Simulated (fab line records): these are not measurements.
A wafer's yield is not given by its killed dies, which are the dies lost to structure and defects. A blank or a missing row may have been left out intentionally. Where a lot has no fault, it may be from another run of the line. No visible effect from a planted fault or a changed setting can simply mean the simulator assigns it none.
Matching of chambers ; flow n5 finfet ; N5_BEOL_M8_ILD_DEP_00 on pecvd-01: 3 sister chambers
The step deposits SiCOH lowk from DEMS/porogen, target thk 179.75 nm, time 33.4 s. 6 wafers are shown with their chamber, then 7 later ones without.

EACH WAFER AND ITS CHAMBER
wafer;chamber;throttle valve pct (%);showerhead plenum p Torr (Torr)
L087.4;0;14.1;5.739
L086.2;2;13.6;5.738
L086.5;0;14.0;5.739
L086.6;1;14.2;5.722
L088.1;1;14.4;5.716
L088.2;2;13.4;5.736

WAFERS WITHOUT THEIR CHAMBER
wafer;throttle valve pct (%);showerhead plenum p Torr (Torr)
L088.4;13.3;5.723
L091.2;14.0;5.737
L091.3;13.9;5.708
L091.6;14.0;5.718
L097.3;14.2;5.722
L097.4;13.9;5.738
L097.5;14.0;5.718

EACH ONE'S CHAMBER
wafer;from the rows above;in truth
L088.4;2;2
L091.2;0;0
L091.3;1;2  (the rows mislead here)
L091.6;1;1
L097.3;1;1
L097.4;0;0
L097.5;1;1
Correct placement for 6 of the 7. From these rows, 0 cannot be placed. Number placed wrongly: 1.
How it was worked out, from the rows above alone: a wafer's distance from a chamber is the root of the sum, over the readings, of the square of ((its reading less the chamber's mean) divided by the reading's scatter). If the next closest chamber is less than 2 further off than the closest, the wafer can't be placed; otherwise it belongs to the closest. Each chamber's mean is taken over the wafers shown for it. The scatter: take each reading less its chamber's mean, square it, sum over the shown wafers, divide by the number of wafers less the number of chambers, and take the root.
